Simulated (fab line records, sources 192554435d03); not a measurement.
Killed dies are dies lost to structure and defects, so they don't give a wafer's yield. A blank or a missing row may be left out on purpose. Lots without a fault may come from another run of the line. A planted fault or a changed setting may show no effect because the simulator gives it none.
fab line records | flow n5_finfet
record lots=10 wafers=30 last_day=15
route steps=1938 shown BEOL_M6@1236 PASSIVATION@1905
lots that met no fault: from a run of the same line without faults
start_h: hours from the record's first day to the start of the lot's first wafer shown | wait_h: hours since the lot's step before | " the same as in the row above | L1.1+2: a row that stands for several wafers | - no value, or no start given | * or withheld: withheld | < > ~ a bound
route shown NAME@n: a module of which the file shows steps, and the number in the route of the first | usual: mean/standard deviation of fault-free wafers | same: alike in all rows | chamber/n: place in a boat | sites: the reading at each site | _std_site: their standard deviation | _edge_site: outer sites' mean less inner sites' | radius_mm: how far each site lies from the wafer's centre | mask NAME#n: copy n | behind: the tool/chamber that last shaped the wafer | hold: why the lot was held/for how many hours/how that ended | device: the transistor (n, p or np) that didn't switch | end of line: the same wafers' tests at the end of the route | a step without rows: its recipe alone | killed: dies lost to structure and defects at the first sort, not the wafer's yield | map: a wafer's dies, x killed, . not, _ none there
set.NAME: the setting as run; set.NAME@STEP: as run at that earlier step | model.NAME: the simulator's own value behind a step, which no gauge read
steps of the route over a sample of lots; a table a step, a row a wafer
services: from which hour (start_h, from the record's first day; less than 0 if before it) a tool's chamber was out of use, for how many hours, and why
## steps
# step N5_BEOL_M6_VIA_ETCH_34
# recipe chemistry=C4F6/O2 target=SiCOH_lowk target_depth_a=1263 mask_material=SOC taper_deg=4 time_s=50.9 ion_energy_ev=250 pressure_mtorr=30 source_w=345 bias_w=185 Ar_flow_sccm=300 C4F6_flow_sccm=10 O2_flow_sccm=10
# usual drypump_motor_current_A=5.7/0.43 oes_o_777_au=0.78/0.078 oes_product_au=0.79/0.089 rf_vpp_V=667/10 showerhead_plenum_p_Torr=2.92/0.06 throttle_valve_pct=20.84/0.21
# columns lot.wafer tool chamber start_h wait_h drypump_motor_current_A oes_o_777_au oes_product_au rf_hours_counter_h rf_vpp_V showerhead_plenum_p_Torr throttle_valve_pct
L981.1 rie_diel-03 1 203.57 0.0 5.3 0.83 0.85 47 663 2.91 20.98
L981.2 " 2 " " 5.3 0.71 0.68 232 674 2.95 20.86
L981.6 " 1 " " 5.3 0.83 0.84 - 662 2.91 20.96
L983.1 rie_diel-03 0 209.59 0.0 5.8 0.81 0.88 42 685 3.02 20.83
L983.4 " 3 " " 5.2 0.69 0.69 209 663 2.93 20.90
L983.5 " 1 " " 5.3 0.83 0.85 - 663 2.91 20.97
L984.2 rie_diel-03 2 214.74 0.0 5.3 0.70 0.67 236 673 2.95 20.86
L984.3 " 1 " " 5.3 0.82 0.85 51 663 2.91 20.97
L984.5 " 0 " " 5.9 0.80 0.86 - 685 3.02 20.83
L986.1 rie_diel-01 3 233.26 0.0 6.3 0.70 0.71 230 671 2.92 20.92
L986.4 " 0 " " 6.3 0.73 0.72 204 665 2.95 20.88
L986.5 " 0 " " 6.3 0.74 0.73 - 665 2.95 20.88
L987.1 rie_diel-01 2 238.64 0.0 5.2 0.90 0.90 23 664 2.91 21.03
L987.3 " 0 " " 6.3 0.73 0.72 207 666 2.95 20.90
L987.4 " 1 " " 5.7 0.78 0.75 - 661 2.96 20.75
L988.1 rie_diel-05 1 248.42 0.0 5.1 0.77 0.74 164 648 2.81 20.39
L988.3 " 0 " " 6.4 0.70 0.70 226 665 2.93 20.71
L988.6 " 3 " " 5.7 0.94 0.97 - 677 2.81 20.96
L989.1 rie_diel-03 2 251.92 0.0 5.3 0.70 0.67 249 674 2.95 20.89
L989.4 " 3 " " 5.3 0.68 0.68 223 663 2.92 20.93
L989.5 " 3 " " 5.3 0.68 0.67 - 663 2.92 20.92
L990.3 rie_diel-03 3 257.02 0.0 5.2 0.68 0.67 225 664 2.92 20.92
L990.5 " 3 " " 5.3 0.68 0.68 - 663 2.92 20.90
L990.6 " 0 " " 5.9 0.79 0.85 - 685 3.01 20.86
L994.1 rie_diel-03 0 272.88 0.0 5.8 0.78 0.83 66 686 3.01 20.87
L994.3 " 3 " " 5.3 0.68 0.67 233 663 2.92 20.93
L994.4 " 0 " " 5.8 0.78 0.83 - 686 3.01 20.87
L995.3 rie_diel-05 3 278.85 0.0 5.7 0.91 0.93 18 677 2.80 21.01
L995.4 " 0 " " 6.4 0.69 0.68 239 664 2.92 20.73
L995.5 " 1 " " 5.1 0.75 0.73 - 648 2.80 20.41
# step N5_PASSIVATION_CD_MEAS_30
# recipe target_cd_nm=4000 landing_energy_ev=500 detector=se_inlens polarity=opening
# usual cd_nm=3999.3/1.7
# columns lot.wafer tool chamber start_h wait_h cd_nm
L981.1 cd_sem-02 0 286.32 - 4000.1
L981.2 " 0 " " 4000.5
L981.6 " 0 " " 3996.7
L983.1 cd_sem-01 0 287.44 - 4002.3
L983.4 " 0 " " 4000.9
L983.5 " 0 " " 4000.3
L984.2 cd_sem-03 0 289.13 - 4002.0
L984.3 " 0 " " 4002.2
L984.5 " 0 " " 4001.3
L986.1 cd_sem-01 0 309.30 - 3995.0
L986.4 " 0 " " 3999.4
L986.5 " 0 " " 3999.2
L987.1 cd_sem-01 0 309.80 - 3997.8
L987.3 " 0 " " 3998.8
L987.4 " 0 " " 4000.5
L988.1 cd_sem-02 0 316.44 - 3997.6
L988.3 " 0 " " 3999.1
L988.6 " 0 " " 3999.5
L989.1 cd_sem-03 0 319.50 - 3996.8
L989.4 " 0 " " 3998.7
L989.5 " 0 " " 3999.1
L990.3 cd_sem-03 0 330.65 - 4000.6
L990.5 " 0 " " 3997.4
L990.6 " 0 " " 3994.8
L994.1 cd_sem-01 0 346.54 - 3999.5
L994.3 " 0 " " 3999.0
L994.4 " 0 " " 4000.5
L995.3 cd_sem-02 0 347.93 - 4000.4
L995.4 " 0 " " 3996.2
L995.5 " 0 " " 3995.0
# step N5_PASSIVATION_PECVD_35
# recipe material=SiNx target_thk_a=7000 temp_c=400 precursor=SiH4/NH3/N2 pressure_torr=4.9 rf_w=1406 time_s=151.3
# usual heater_power_w=406/110 showerhead_plenum_p_Torr=8.69/0.081 showerhead_vpp_V=2359/160 throttle_valve_pct=29.7/1.7
# columns lot.wafer tool chamber start_h wait_h heater_power_w showerhead_plenum_p_Torr showerhead_vpp_V throttle_valve_pct
L981.1 pecvd-03 2 287.64 0.1 411 8.61 2155 27.8
L981.2 " 0 " " 268 8.66 2368 29.4
L981.6 " 0 " " 292 8.69 2364 29.7
L983.1 pecvd-01 2 288.89 0.1 514 8.56 2101 28.1
L983.4 " 2 " " 356 8.56 2110 27.9
L983.5 " 0 " " 372 8.68 2437 28.3
L984.2 pecvd-03 2 291.03 0.1 405 8.63 2184 27.9
L984.3 " 1 " " 471 8.72 2444 32.9
L984.5 " 1 " " 513 8.72 2502 32.6
L986.1 pecvd-02 1 310.60 0.1 305 8.66 2281 32.3
L986.4 " 1 " " 344 8.65 2274 32.2
L986.5 " 2 " " 359 8.66 2299 28.6
L987.1 pecvd-01 1 311.16 0.1 561 8.83 2544 31.3
L987.3 " 1 " " 600 8.84 2575 31.5
L987.4 " 0 " " 259 8.68 2439 28.1
L988.1 pecvd-01 2 317.80 0.1 488 8.56 2145 28.4
L988.3 " 0 " " 261 8.68 2517 28.2
L988.6 " 2 " " 411 8.57 2109 28.2
L989.1 pecvd-01 0 320.86 0.1 358 8.68 2442 28.5
L989.4 " 2 " " 436 8.59 2126 28.0
L989.5 " 2 " " 471 8.58 2138 28.0
L990.3 pecvd-01 1 332.87 0.1 615 8.85 2529 31.3
L990.5 " 0 " " 337 8.70 2447 28.4
L990.6 " 2 " " 514 8.57 2118 28.3
L994.1 pecvd-03 2 347.99 0.1 355 8.60 2180 27.8
L994.3 " 1 " " 486 8.73 2476 32.3
L994.4 " 1 " " 512 8.72 2464 32.8
L995.3 pecvd-03 0 349.30 0.1 210 8.68 2314 29.6
L995.4 " 0 " " 250 8.67 2312 29.6
L995.5 " 1 " " 463 8.70 2462 32.7
# step N5_PASSIVATION_STRIP_48
# recipe chemistry=O2 power_w=600 temp_c=60 pressure_mtorr=30 rf_frequency_hz=6e+07 bias_power_w=0 overash_fraction=0.5 o2_flow_sccm=225
# usual drypump_motor_current_A=5.6/0.41 oes_product_au=0.81/0.087 rf_vpp_V=3.5/2.3 showerhead_plenum_p_Torr=2.13/0.042 throttle_valve_pct=16.57/0.23
# columns lot.wafer tool chamber start_h wait_h drypump_motor_current_A oes_product_au rf_hours_counter_h rf_vpp_V showerhead_plenum_p_Torr throttle_valve_pct
L981.1 rie_diel-03 0 288.97 0.1 5.9 0.85 72 2.2 2.21 16.58
L981.2 " 3 " " 5.2 0.68 240 1.0 2.15 16.78
L981.6 " 2 " " 5.3 0.98 - 2.8 2.16 16.10
L983.1 rie_diel-05 2 290.38 0.1 5.9 0.85 28 2.2 2.12 16.51
L983.4 " 0 " " 6.4 0.71 242 5.0 2.14 16.41
L983.5 " 1 " " 5.1 0.73 - 6.5 2.09 16.39
L984.2 rie_diel-01 2 293.10 0.1 5.2 0.92 42 5.6 2.15 16.83
L984.3 " 0 " " 6.4 0.71 232 0.7 2.16 16.69
L984.5 " 2 " " 5.2 0.90 - 1.9 2.15 16.78
L986.1 rie_diel-03 2 311.95 0.1 5.3 0.93 15 3.0 2.15 16.13
L986.4 " 3 " " 5.3 0.66 249 3.9 2.14 16.75
L986.5 " 1 " " 5.3 0.82 - 2.3 2.13 16.77
L987.1 rie_diel-05 1 312.29 0.1 5.1 0.73 188 0.6 2.08 16.51
L987.3 " 2 " " 5.9 0.87 37 6.5 2.12 16.49
L987.4 " 1 " " 5.0 0.72 - 5.7 2.09 16.47
L988.1 rie_diel-05 1 318.98 0.1 5.0 0.73 191 7.0 2.08 16.52
L988.3 " 2 " " 5.9 0.91 41 3.6 2.12 16.57
L988.6 " 2 " " 5.9 0.89 - 7.1 2.12 16.48
L989.1 rie_diel-05 1 322.11 0.1 5.1 0.70 193 4.8 2.08 16.44
L989.4 " 1 " " 5.1 0.74 - 4.4 2.08 16.43
L989.5 " 2 " " 5.9 0.86 - 4.8 2.12 16.45
L990.3 rie_diel-05 2 333.94 0.1 5.9 0.83 48 6.6 2.12 16.45
L990.5 " 3 " " 5.7 0.87 - 4.5 2.05 16.66
L990.6 " 2 " " 5.9 0.86 - 2.8 2.11 16.46
L994.1 rie_diel-03 1 349.07 0.1 5.4 0.79 106 3.4 2.13 16.78
L994.3 " 0 " " 5.9 0.79 100 9.8 2.20 16.63
L994.4 " 2 " " 5.3 0.89 - 3.3 2.15 16.18
L995.3 rie_diel-01 0 350.73 0.1 6.3 0.70 250 1.2 2.15 16.76
L995.4 " 2 " " 5.2 0.82 - 4.5 2.14 16.82
L995.5 " 0 " " 6.4 0.69 - 0 2.16 16.74
# step N5_PASSIVATION_PROBE_49
# usual defect_limited_yield=91.1/1.3 killed_at_M0_to_M3=35/11 killed_at_M4_up=13/5.4 killed_at_contacts=14/6.5 killed_at_front_end=41/11 killed_at_other=4/3.1 killed_dies=106/15 killed_open=69/12 killed_short=35/7 sort_bin_4_leakage=0.01/0.078 sort_bin_5_function=5.2/0.86 sort_bin_6_memory=3.4/0.64 sort_n_pass=1074/15 sort_yield_pct=91.0/1.3
# same gross_dies=1180 killed_at_back_side=0 sort_bin_8_speed[%]=0
# columns lot.wafer tool chamber start_h wait_h defect_limited_yield[%] killed_at_M0_to_M3 killed_at_M4_up killed_at_contacts killed_at_front_end killed_at_other killed_dies killed_open killed_short sort_bin_4_leakage[%] sort_bin_5_function[%] sort_bin_6_memory[%] sort_n_pass sort_yield_pct[%]
L981.1 prober-01 - 291.46 0.0 89.6 24 18 19 61 1 123 82 40 0 6.8 3.4 1057 89.6
L981.2 prober-01 - 291.51 0.1 91.3 39 9 18 33 4 103 60 39 0 4.8 3.2 1077 91.3
L981.6 prober-01 - 291.71 0.3 91.7 28 15 7 40 8 98 63 31 0 5.9 2.1 1082 91.7
L983.1 prober-01 - 293.44 0.0 92.1 39 8 11 33 2 93 61 32 0 4.8 2.8 1087 92.1
L983.4 prober-01 - 293.59 0.2 91.4 53 12 6 28 3 102 57 43 0 5.1 3.1 1078 91.4
L983.5 prober-01 - 293.64 0.2 91.7 38 6 18 36 0 98 60 38 0 5.7 2.3 1082 91.7
L984.2 prober-02 - 295.64 0.1 90.7 16 26 15 50 3 110 71 38 0 5.1 4.1 1070 90.7
L984.3 prober-02 - 295.69 0.1 93.2 21 6 5 46 2 80 54 25 0 4.2 2.5 1100 93.2
L984.5 prober-02 - 295.79 0.2 91.1 36 10 13 42 4 105 66 38 0 5.1 3.6 1075 91.1
L986.1 prober-02 - 314.45 0.0 92.9 45 9 8 21 1 84 55 24 0 3.7 3.3 1096 92.9
L986.4 prober-02 - 314.60 0.2 91.2 53 13 6 30 2 104 72 29 0 5.3 3.3 1076 91.2
L986.5 prober-02 - 314.65 0.2 92.8 44 6 5 24 6 85 52 31 0.93 4.4 2.3 1084 91.9
L987.1 prober-01 - 315.95 0.0 92.7 22 8 17 36 3 86 59 25 0 4.1 3.1 1094 92.7
L987.3 prober-01 - 316.05 0.1 92.1 27 5 12 45 4 93 59 30 0 5.0 2.5 1087 92.1
L987.4 prober-01 - 316.10 0.2 91.4 21 6 15 53 6 101 59 41 0 5.1 3.1 1079 91.4
L988.1 prober-01 - 321.47 0.0 92.2 33 12 7 34 6 92 55 34 0 5.3 2.5 1088 92.2
L988.3 prober-01 - 321.57 0.1 92.3 32 12 22 22 3 91 63 27 0 4.7 3.0 1089 92.3
L988.6 prober-01 - 321.72 0.3 92.4 31 9 9 34 7 90 70 19 0 4.5 2.8 1090 92.4
L989.1 prober-02 - 324.62 0.0 90.3 38 10 13 52 2 115 69 43 0 5.8 3.7 1065 90.3
L989.4 prober-02 - 324.77 0.2 91.0 28 15 17 38 8 106 69 35 0 5.3 3.3 1074 91.0
L989.5 prober-02 - 324.82 0.2 91.9 36 16 10 29 4 95 60 32 0 4.7 2.9 1085 91.9
L990.3 prober-02 - 336.53 0.1 93.0 33 7 8 25 10 83 51 30 0 3.6 3.1 1097 93.0
L990.5 prober-02 - 336.63 0.2 92.3 36 7 12 31 5 91 58 29 0 4.1 3.5 1089 92.3
L990.6 prober-02 - 336.68 0.3 90.7 41 11 13 32 13 110 66 39 0 5.3 3.6 1070 90.7
L994.1 prober-02 - 351.56 0.0 82.0 23 133 20 24 12 212 68 25 0 12.0 3.9 968 82.0
L994.3 prober-02 - 351.66 0.1 86.9 36 73 19 20 7 155 71 31 0 7.9 3.8 1025 86.9
L994.4 prober-02 - 351.71 0.2 78.8 47 152 9 39 3 250 78 43 0 14.2 5.2 930 78.8
L995.3 prober-02 - 353.33 0.1 91.7 31 18 11 37 1 98 73 25 0.08 5.0 3.1 1081 91.6
L995.4 prober-02 - 353.38 0.2 91.5 40 9 7 40 4 100 75 24 0 5.0 3.5 1080 91.5
L995.5 prober-02 - 353.43 0.2 90.8 29 15 10 53 1 108 67 39 0 4.9 3.6 1072 90.8
# killed by level:class
L981.1 FIN_SAQP:geometric_particle:open=21 FIN_SAQP:geometric_particle:short=16 BEOL_M4:geometric_particle:open=13 MOL_CONTACT_COAG:geometric_particle:open=12 STI_FIN_REVEAL:geometric_particle:open=8 MOL_CONTACT_COAG:geometric_particle:short=7 DUMMY_GATE:geometric_particle:open=5 BEOL_M3:geometric_particle:open=4
L981.2 MOL_CONTACT_COAG:geometric_particle:open=13 BEOL_M1:geometric_particle:open=13 BEOL_M0_SAQP:geometric_particle:short=8 MOL_CONTACT_COAG:geometric_particle:short=5 FIN_SAQP:geometric_particle:short=5 GATE_CUT:geometric_particle:short=5 BEOL_M0_SAQP:geometric_particle:open=5 BEOL_M4:geometric_particle:open=5
L981.6 BEOL_M0_SAQP:geometric_particle:open=11 BEOL_M4:geometric_particle:open=8 FIN_SAQP:geometric_particle:short=6 DUMMY_GATE:geometric_particle:open=6 MOL_CONTACT_COAG:geometric_particle:open=6 STI_FIN_REVEAL:geometric_particle:open=5 GATE_CUT:geometric_particle:short=5 FIN_SAQP:geometric_particle:open=4
L983.1 BEOL_M1:geometric_particle:open=12 MOL_CONTACT_COAG:geometric_particle:open=10 BEOL_M0_SAQP:geometric_particle:short=10 STI_FIN_REVEAL:geometric_particle:open=9 BEOL_M0_SAQP:geometric_particle:open=7 SPACER0:geometric_particle:short=6 BEOL_M3:geometric_particle:open=5 BEOL_M4:geometric_particle:open=5
L983.4 BEOL_M3:geometric_particle:short=12 BEOL_M0_SAQP:geometric_particle:open=9 BEOL_M1:geometric_particle:open=7 BEOL_M3:geometric_particle:open=7 FIN_SAQP:geometric_particle:short=6 BEOL_M4:geometric_particle:open=6 FIN_SAQP:geometric_particle:open=5 MOL_CONTACT_COAG:geometric_particle:open=5
L983.5 MOL_CONTACT_COAG:geometric_particle:open=18 GATE_CUT:geometric_particle:short=7 BEOL_M0_SAQP:geometric_particle:open=7 BEOL_M3:geometric_particle:short=7 BEOL_M1:geometric_particle:open=6 BEOL_M3:geometric_particle:open=6 BEOL_M0_SAQP:geometric_particle:short=5 STI_FIN_REVEAL:geometric_particle:open=4
L984.2 STI_FIN_REVEAL:geometric_particle:open=12 FIN_SAQP:geometric_particle:short=11 MOL_CONTACT_COAG:geometric_particle:open=11 BEOL_M4:geometric_particle:open=11 FIN_SAQP:geometric_particle:open=6 BEOL_M0_SAQP:geometric_particle:short=6 STARTING-WAFER:geometric_particle:open=5 ILD0:geometric_particle:short=4
L984.3 STI_FIN_REVEAL:geometric_particle:open=19 BEOL_M0_SAQP:geometric_particle:open=8 FIN_SAQP:geometric_particle:open=6 FIN_SAQP:geometric_particle:short=5 STI_FIN_REVEAL:geometric_particle:short=5 MOL_CONTACT_COAG:geometric_particle:open=4 GATE_CUT:geometric_particle:open=3 GATE_CUT:geometric_particle:short=3
L984.5 STI_FIN_REVEAL:geometric_particle:open=14 MOL_CONTACT_COAG:geometric_particle:open=11 BEOL_M0_SAQP:geometric_particle:short=9 BEOL_M0_SAQP:geometric_particle:open=8 DUMMY_GATE:geometric_particle:open=7 FIN_SAQP:geometric_particle:short=6 FIN_SAQP:geometric_particle:open=5 BEOL_M1:geometric_particle:open=5
L986.1 BEOL_M0_SAQP:geometric_particle:open=11 BEOL_M3:geometric_particle:open=9 MOL_CONTACT_COAG:geometric_particle:open=6 BEOL_M0_SAQP:geometric_particle:short=6 BEOL_M1:geometric_particle:open=6 STI_FIN_REVEAL:geometric_particle:open=5 FIN_SAQP:geometric_particle:short=4 DUMMY_GATE:geometric_particle:open=4
L986.4 BEOL_M3:geometric_particle:open=20 BEOL_M1:geometric_particle:open=10 FIN_SAQP:geometric_particle:open=6 FIN_SAQP:geometric_particle:short=6 GATE_CUT:geometric_particle:open=6 MOL_CONTACT_COAG:geometric_particle:open=6 BEOL_M0_SAQP:geometric_particle:open=6 BEOL_M0_SAQP:geometric_particle:short=5
L986.5 BEOL_M3:geometric_particle:open=13 BEOL_M0:geometric_particle:short=9 BEOL_M1:geometric_particle:open=7 GATE_CUT:geometric_particle:open=5 MOL_CONTACT_COAG:geometric_particle:open=5 BEOL_M0_SAQP:geometric_particle:open=4 STARTING-WAFER:geometric_particle:open=4 GATE_CUT:geometric_particle:short=3
L987.1 FIN_SAQP:geometric_particle:open=15 MOL_CONTACT_COAG:geometric_particle:open=11 BEOL_M0_SAQP:geometric_particle:open=6 MOL_CONTACT_COAG:geometric_particle:short=5 BEOL_M3:geometric_particle:open=5 GATE_CUT:geometric_particle:short=4 BEOL_M0_SAQP:geometric_particle:short=4 BEOL_M4:geometric_particle:open=4
L987.3 STI_FIN_REVEAL:geometric_particle:open=16 MOL_CONTACT_COAG:geometric_particle:open=9 GATE_CUT:geometric_particle:short=5 BEOL_M0_SAQP:geometric_particle:open=5 BEOL_M3:geometric_particle:open=5 FIN_SAQP:geometric_particle:short=4 STI_FIN_REVEAL:geometric_particle:short=4 BEOL_M0_SAQP:geometric_particle:short=4
L987.4 FIN_SAQP:geometric_particle:short=12 MOL_CONTACT_COAG:geometric_particle:open=12 STI_FIN_REVEAL:geometric_particle:open=9 BEOL_M3:geometric_particle:open=7 FIN_SAQP:geometric_particle:open=6 GATE_CUT:geometric_particle:short=4 BEOL_M0_SAQP:geometric_particle:open=4 BEOL_M0_SAQP:geometric_particle:short=4
L988.1 BEOL_M0_SAQP:geometric_particle:open=12 BEOL_M0_SAQP:geometric_particle:short=9 STI_FIN_REVEAL:geometric_particle:open=8 FIN_SAQP:geometric_particle:short=7 MOL_CONTACT_COAG:geometric_particle:open=5 BEOL_M8:geometric_particle:open=4 STARTING-WAFER:geometric_particle:open=4 BEOL_M0:geometric_particle:short=3
L988.3 MOL_CONTACT_COAG:geometric_particle:open=17 BEOL_M1:geometric_particle:open=8 BEOL_M0_SAQP:geometric_particle:open=7 DUMMY_GATE:geometric_particle:open=5 MOL_CONTACT_COAG:geometric_particle:short=5 BEOL_M0_SAQP:geometric_particle:short=5 BEOL_M4:geometric_particle:open=5 DUMMY_GATE:geometric_particle:short=3
L988.6 STI_FIN_REVEAL:geometric_particle:open=10 MOL_CONTACT_COAG:geometric_particle:open=8 BEOL_M3:geometric_particle:open=8 FIN_SAQP:geometric_particle:open=6 BEOL_M0_SAQP:geometric_particle:open=6 BEOL_M0_SAQP:geometric_particle:short=5 DUMMY_GATE:geometric_particle:open=4 FIN_SAQP:geometric_particle:short=3
L989.1 FIN_SAQP:geometric_particle:short=14 STI_FIN_REVEAL:geometric_particle:open=12 MOL_CONTACT_COAG:geometric_particle:open=11 BEOL_M0_SAQP:geometric_particle:open=9 BEOL_M0_SAQP:geometric_particle:short=7 BEOL_M4:geometric_particle:open=6 FIN_SAQP:geometric_particle:open=5 GATE_CUT:geometric_particle:open=5
L989.4 MOL_CONTACT_COAG:geometric_particle:open=17 BEOL_M0_SAQP:geometric_particle:short=9 FIN_SAQP:geometric_particle:short=8 FIN_SAQP:geometric_particle:open=7 STI_FIN_REVEAL:geometric_particle:open=6 BEOL_M3:geometric_particle:open=6 BEOL_M4:geometric_particle:open=6 BEOL_M0_SAQP:geometric_particle:open=5
L989.5 BEOL_M0_SAQP:geometric_particle:open=13 BEOL_M0_SAQP:geometric_particle:short=10 BEOL_M4:geometric_particle:open=9 MOL_CONTACT_COAG:geometric_particle:open=7 FIN_SAQP:geometric_particle:short=6 STI_FIN_REVEAL:geometric_particle:open=6 FIN_SAQP:geometric_particle:open=4 BEOL_M2:geometric_particle:open=4
L990.3 BEOL_M2:geometric_particle:open=6 BEOL_M3:geometric_particle:open=6 MOL_CONTACT_COAG:geometric_particle:open=5 BEOL_M0_SAQP:geometric_particle:open=5 BEOL_M1:geometric_particle:short=5 FIN_SAQP:geometric_particle:open=4 STI_FIN_REVEAL:geometric_particle:open=4 DUMMY_GATE:geometric_particle:open=4
L990.5 MOL_CONTACT_COAG:geometric_particle:open=10 BEOL_M0_SAQP:geometric_particle:open=10 STI_FIN_REVEAL:geometric_particle:open=8 BEOL_M1:geometric_particle:open=8 BEOL_M0_SAQP:geometric_particle:short=7 BEOL_M2:geometric_particle:open=5 STARTING-WAFER:geometric_particle:open=5 STARTING-WAFER:geometric_particle:short=4
L990.6 MOL_CONTACT_COAG:geometric_particle:open=12 BEOL_M1:geometric_particle:open=11 BEOL_M0_SAQP:geometric_particle:short=10 BEOL_M0_SAQP:geometric_particle:open=8 FIN_SAQP:geometric_particle:short=5 BEOL_M2:geometric_particle:short=5 STARTING-WAFER:geometric_particle:open=5 STI_FIN_REVEAL:geometric_particle:open=4
L994.1 BEOL_M6:unspecified=118 MOL_CONTACT_COAG:geometric_particle:open=16 MIM_TOP:geometric_particle:open=7 FIN_SAQP:geometric_particle:short=6 BEOL_M2:geometric_particle:open=6 BEOL_M4:geometric_particle:open=6 FIN_SAQP:geometric_particle:open=5 BEOL_M1:geometric_particle:open=5
L994.3 BEOL_M6:unspecified=51 MOL_CONTACT_COAG:geometric_particle:open=16 BEOL_M4:geometric_particle:open=11 BEOL_M0_SAQP:geometric_particle:open=8 BEOL_M3:geometric_particle:open=7 BEOL_M0_SAQP:geometric_particle:short=5 STARTING-WAFER:geometric_particle:open=5 BEOL_M3:geometric_particle:short=4
L994.4 BEOL_M6:unspecified=125 BEOL_M4:geometric_particle:open=11 MOL_CONTACT_COAG:geometric_particle:open=9 BEOL_M3:geometric_particle:open=9 STI_FIN_REVEAL:geometric_particle:open=8 BEOL_M0_SAQP:geometric_particle:short=8 BEOL_M2:geometric_particle:open=7 BEOL_M5:geometric_particle:open=6
L995.3 FIN_SAQP:geometric_particle:open=12 MOL_CONTACT_COAG:geometric_particle:open=8 FIN_SAQP:geometric_particle:short=7 STI_FIN_REVEAL:geometric_particle:open=7 BEOL_M3:geometric_particle:open=6 BEOL_M4:geometric_particle:open=6 BEOL_M0_SAQP:geometric_particle:open=5 BEOL_M1:geometric_particle:open=5
L995.4 STI_FIN_REVEAL:geometric_particle:open=11 FIN_SAQP:geometric_particle:open=10 BEOL_M1:geometric_particle:open=10 BEOL_M0:geometric_particle:open=9 BEOL_M3:geometric_particle:open=8 FIN_SAQP:geometric_particle:short=7 MOL_CONTACT_COAG:geometric_particle:open=6 BEOL_M0_SAQP:geometric_particle:open=5
L995.5 STI_FIN_REVEAL:geometric_particle:open=17 MOL_CONTACT_COAG:geometric_particle:open=7 BEOL_M4:geometric_particle:open=7 STARTING-WAFER:geometric_particle:short=7 BEOL_M0_SAQP:geometric_particle:short=6 BEOL_M0_SAQP:geometric_particle:open=6 FIN_SAQP:geometric_particle:short=5 STI_FIN_REVEAL:geometric_particle:short=5
## services
# columns tool chamber start_h hours kind
rie_diel-01 1 182.08 1.6 repair
pecvd-02 2 186.39 16.3 repair
pecvd-01 - 192.75 2.8 pm
rie_diel-05 2 202.05 - clean
rie_diel-05 2 202.05 - consumable_replace:focus_ring
pecvd-01 - 214.89 2.5 repair
rie_diel-05 - 228.13 0.4 repair
rie_diel-01 3 235.05 61.9 repair
pecvd-03 - 252.74 1.0 repair
rie_diel-03 2 254.30 - clean
rie_diel-03 2 254.30 - consumable_replace:focus_ring
rie_diel-05 2 271.67 4.7 repair
rie_diel-01 0 275.58 5.2 repair
rie_diel-05 1 291.08 6.5 repair
rie_diel-03 1 302.27 7.5 repair
pecvd-01 2 307.36 4.2 repair
rie_diel-03 3 315.27 - clean
rie_diel-03 3 315.27 - consumable_replace:focus_ring
rie_diel-03 3 315.27 38.3 scheduled_down
rie_diel-03 3 315.27 38.3 vent_cycle
rie_diel-01 0 317.42 11.6 repair
rie_diel-01 3 320.48 100.8 repair
rie_diel-03 2 326.80 3.5 repair
rie_diel-05 1 347.17 6.4 repair
## key
first_sign step=N5_PASSIVATION_PROBE_49 reading=killed_at_M4_up direction=up sigmas=20 usual=13 struck=119
effect step=N5_PASSIVATION_PROBE_49 reading=defect_limited_yield direction=down sigmas=6.6 usual=91.1 struck=82.6
more_kills_born_at N5_BEOL_M6_VIA_ETCH_34@rie_diel-03=294
met_at N5_BEOL_M6_VIA_ETCH_34
struck_lots L994
not_acting_at N5_PASSIVATION_CD_MEAS_30,N5_PASSIVATION_PECVD_35,N5_PASSIVATION_STRIP_48
onset_between 257.02 272.88
earlier_fault kind=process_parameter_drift tool=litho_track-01 chamber=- onset_h=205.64 steps=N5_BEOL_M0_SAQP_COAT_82 channel=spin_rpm offset=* shape=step acts_in=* stated=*
fault kind=chamber_particle_source tool=rie_diel-03 chamber=- onset_h=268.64 steps=N5_BEOL_M6_VIA_ETCH_34 rate_per_visit_cm2=0.85295 until_the_next_wet_clean=True
